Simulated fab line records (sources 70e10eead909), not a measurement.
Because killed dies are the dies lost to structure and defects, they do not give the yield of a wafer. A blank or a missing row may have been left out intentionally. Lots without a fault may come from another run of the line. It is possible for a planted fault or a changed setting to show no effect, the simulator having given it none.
8D (eight disciplines) problem report, filled in by code	flow nandHarc	the parts of the form that need people (team, actions taken, sign-off) are left out

== 1. WHAT WENT WRONG ==
tubeCenterTempC at NHARC_P_GATE_OXIDE_02 reads a mean of 905.44 C on 9 wafers of 3 lots; wafers without a fault read 950.01 C with a standard deviation of 0.083. So: -99 or more standard deviations from the usual mean.
The step: material SiO2, target thk 37.5 nm, ox time 365 s.
First observed at day 7 05:43: wafer L801.1, on furnace-05. The record has a number at this step for 36 wafers belonging to 12 lots. The rule behind "out" and "out of limits": a value lying over 4 standard deviations away from the usual mean. Any other wafer with a number is counted as sound.

== 2. WHAT IT IS, AND WHAT IT ISN'T ==
question	is	is not
which readings at this step	tubeCenterTempC, spikeTcBottomC, spikeTcCentreC, spikeTcLowerC, spikeTcTopC, spikeTcUpperC	-
which lots	L801, L802, L803	L790, L791, L792, L794, L795, L796, L807, L808, L809
which wafers of those lots	all that have a number	-
read on which tools	furnace-05	furnace-01, furnace-03
when	from day 7 05:43	up to then (18 sound wafers); but 9 sound wafers of L807, L808, L809 came after

== 3. THE SUSPECTS, EACH WITH WHAT RULES IT OUT ==
Counting: a tool at a process step up to the reading stays a suspect if it ran every lot that is out and no sound lot after the first of them.
- furnace-05 at NHARC_P_GATE_OXIDE_02 (material SiO2, target thk 37.5 nm, ox time 365 s): kept. All lots that are out passed through it, beginning with L801 at day 7 05:43, and no sound lot followed; its final sound lot before that point was L795 at day 5 11:18. Out on those wafers are its own readings of spikeTcBottomC, spikeTcCentreC, spikeTcLowerC, spikeTcTopC, spikeTcUpperC, tubeCenterTempC.
After counting, what remains is furnace-05 at NHARC_P_GATE_OXIDE_02.

== 4. THE CAUSE (what the simulator had put in) ==
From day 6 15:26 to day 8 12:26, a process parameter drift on furnace-05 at NHARC_P_GATE_OXIDE_02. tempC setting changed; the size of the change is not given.
After counting, this tool was the only one left.

== 5. SEQUENCE OF EFFECTS, ordered by route ==
Rows list readings where the struck wafers' mean (over those with a number) sits beyond 3 standard deviations from the usual. Readings are gone through only where the record gives a usual standard deviation; hours: the median, over the lots, of the time from a lot's start at the first step in this table giving one to that lot's start at this step; sigmas: the change measured in usual standard deviations.
hours	step	reading	usual	on struck wafers	change	sigmas
0	NHARC_P_GATE_OXIDE_02	spikeTcBottomC	969.7 C	924.4	-45.3	-47
0	NHARC_P_GATE_OXIDE_02	spikeTcCentreC	950.5 C	905.7	-44.8	-41
0	NHARC_P_GATE_OXIDE_02	spikeTcLowerC	949.5 C	904.1	-45.4	-35
0	NHARC_P_GATE_OXIDE_02	spikeTcTopC	962.6 C	919.0	-43.6	-26
0	NHARC_P_GATE_OXIDE_02	spikeTcUpperC	950.2 C	905.1	-45.1	-38
0	NHARC_P_GATE_OXIDE_02	tubeCenterTempC	950.01 C	905.44	-44.57	-99 or more
0	NHARC_P_GATE_OXIDE_02	zonePowerTopPct	37.2 %	34.6	-2.6	-3.9
0	NHARC_P_GATE_OXIDE_02	zonePowerUpperPct	20.2 %	17.7	-2.5	-3.9
Its process steps:
- NHARC_P_GATE_OXIDE_02: material SiO2, target thk 37.5 nm, ox time 365 s.

== 6. HOW IT WOULD HAVE BEEN CAUGHT EARLIER ==
In this record the first reading out of limits was taken at day 7 05:43, 14 hours after the fault began at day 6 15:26.
